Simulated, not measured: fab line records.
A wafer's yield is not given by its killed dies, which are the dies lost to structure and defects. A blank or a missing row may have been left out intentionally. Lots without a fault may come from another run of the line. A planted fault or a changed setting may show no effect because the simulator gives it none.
Matching of chambers || flow nandHarc || 4 sister chambers for NHARC_P_CONTACT_ETCH_35 on rieDiel-04
The step etches the open film in CF4, target depth 39 nm, time 65 s. 18 wafers are shown with their chamber, then 9 later ones without.

== WAFERS WITH THEIR CHAMBER ==
{"wafer": "L076.3", "chamber": 3, "drypumpMotorCurrentA (A)": 5.5, "rfVppV (V)": 149.8, "throttleValvePct (%)": 13.309}
{"wafer": "L076.5", "chamber": 3, "drypumpMotorCurrentA (A)": 5.5, "rfVppV (V)": 149.6, "throttleValvePct (%)": 13.276}
{"wafer": "L076.6", "chamber": 0, "drypumpMotorCurrentA (A)": 6.0, "rfVppV (V)": 151.0, "throttleValvePct (%)": 13.263}
{"wafer": "L080.1", "chamber": 3, "drypumpMotorCurrentA (A)": 5.5, "rfVppV (V)": 150.3, "throttleValvePct (%)": 13.284}
{"wafer": "L080.5", "chamber": 1, "drypumpMotorCurrentA (A)": 5.7, "rfVppV (V)": 151.6, "throttleValvePct (%)": 13.284}
{"wafer": "L080.6", "chamber": 0, "drypumpMotorCurrentA (A)": 6.0, "rfVppV (V)": 150.1, "throttleValvePct (%)": 13.285}
{"wafer": "L085.1", "chamber": 1, "drypumpMotorCurrentA (A)": 5.7, "rfVppV (V)": 151.4, "throttleValvePct (%)": 13.289}
{"wafer": "L085.3", "chamber": 2, "drypumpMotorCurrentA (A)": 5.8, "rfVppV (V)": 150.5, "throttleValvePct (%)": 13.265}
{"wafer": "L085.4", "chamber": 0, "drypumpMotorCurrentA (A)": 6.0, "rfVppV (V)": 151.0, "throttleValvePct (%)": 13.294}
{"wafer": "L086.1", "chamber": 0, "drypumpMotorCurrentA (A)": 5.9, "rfVppV (V)": 150.0, "throttleValvePct (%)": 13.284}
{"wafer": "L086.3", "chamber": 3, "drypumpMotorCurrentA (A)": 5.5, "rfVppV (V)": 149.2, "throttleValvePct (%)": 13.284}
{"wafer": "L086.4", "chamber": 2, "drypumpMotorCurrentA (A)": 5.7, "rfVppV (V)": 151.7, "throttleValvePct (%)": 13.276}
{"wafer": "L088.2", "chamber": 2, "drypumpMotorCurrentA (A)": 5.8, "rfVppV (V)": 150.5, "throttleValvePct (%)": 13.271}
{"wafer": "L088.3", "chamber": 1, "drypumpMotorCurrentA (A)": 5.7, "rfVppV (V)": 150.3, "throttleValvePct (%)": 13.301}
{"wafer": "L088.6", "chamber": 2, "drypumpMotorCurrentA (A)": 5.8, "rfVppV (V)": 151.2, "throttleValvePct (%)": 13.278}
{"wafer": "L089.2", "chamber": 1, "drypumpMotorCurrentA (A)": 5.8, "rfVppV (V)": 150.8, "throttleValvePct (%)": 13.282}
{"wafer": "L089.3", "chamber": 0, "drypumpMotorCurrentA (A)": 6.0, "rfVppV (V)": 149.6, "throttleValvePct (%)": 13.291}
{"wafer": "L089.6", "chamber": 1, "drypumpMotorCurrentA (A)": 5.7, "rfVppV (V)": 151.0, "throttleValvePct (%)": 13.289}

SIGNATURES, as means of the wafers listed above
{"reading": "drypumpMotorCurrentA", "chamber 0": 5.980, "chamber 1": 5.720, "chamber 2": 5.775, "chamber 3": 5.500, "scatter within a chamber": 0.041}
{"reading": "rfVppV", "chamber 0": 150.340, "chamber 1": 151.020, "chamber 2": 150.975, "chamber 3": 149.725, "scatter within a chamber": 0.554}
{"reading": "throttleValvePct", "chamber 0": 13.28340, "chamber 1": 13.28900, "chamber 2": 13.27250, "chamber 3": 13.28825, "scatter within a chamber": 0.0104}
Rule: for a wafer and a chamber, the distance is found by dividing, reading by reading, the gap between the wafer's reading and the chamber's mean by the reading's scatter, squaring, summing and taking the root. If the next closest chamber is less than 2 further off than the closest, the wafer can't be placed; otherwise it belongs to the closest. The scatter is the square root of a quotient: the sum, over the shown wafers, of each reading's squared deviation from its chamber's mean, divided by wafers minus chambers.

== WAFERS MISSING THEIR CHAMBER ==
{"wafer": "L091.1", "drypumpMotorCurrentA (A)": 5.5, "rfVppV (V)": 151.8, "throttleValvePct (%)": 13.284}
{"wafer": "L091.3", "drypumpMotorCurrentA (A)": 5.7, "rfVppV (V)": 150.2, "throttleValvePct (%)": 13.299}
{"wafer": "L091.6", "drypumpMotorCurrentA (A)": 5.7, "rfVppV (V)": 150.8, "throttleValvePct (%)": 13.278}
{"wafer": "L093.1", "drypumpMotorCurrentA (A)": 5.5, "rfVppV (V)": 151.5, "throttleValvePct (%)": 13.287}
{"wafer": "L093.4", "drypumpMotorCurrentA (A)": 5.5, "rfVppV (V)": 149.8, "throttleValvePct (%)": 13.289}
{"wafer": "L093.5", "drypumpMotorCurrentA (A)": 6.0, "rfVppV (V)": 150.2, "throttleValvePct (%)": 13.287}
{"wafer": "L095.1", "drypumpMotorCurrentA (A)": 5.5, "rfVppV (V)": 150.0, "throttleValvePct (%)": 13.266}
{"wafer": "L095.3", "drypumpMotorCurrentA (A)": 5.8, "rfVppV (V)": 151.3, "throttleValvePct (%)": 13.287}
{"wafer": "L095.5", "drypumpMotorCurrentA (A)": 6.0, "rfVppV (V)": 149.5, "throttleValvePct (%)": 13.286}

== THE CHAMBER EACH PASSED THROUGH ==
{"wafer": "L091.1", "from the rows above": "can't be placed: 3 or 1", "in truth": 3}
{"wafer": "L091.3", "from the rows above": "can't be placed: 1 or 2", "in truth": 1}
{"wafer": "L091.6", "from the rows above": "can't be placed: 1 or 2", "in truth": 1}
{"wafer": "L093.1", "from the rows above": 3, "in truth": 3}
{"wafer": "L093.4", "from the rows above": 3, "in truth": 3}
{"wafer": "L093.5", "from the rows above": 0, "in truth": 0}
{"wafer": "L095.1", "from the rows above": 3, "in truth": 3}
{"wafer": "L095.3", "from the rows above": "can't be placed: 2 or 1", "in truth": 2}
{"wafer": "L095.5", "from the rows above": 0, "in truth": 0}
5 of 9 placed correctly. Not placeable from these rows: 4 (in 4, the candidates include the true chamber). Wrongly placed: 0.
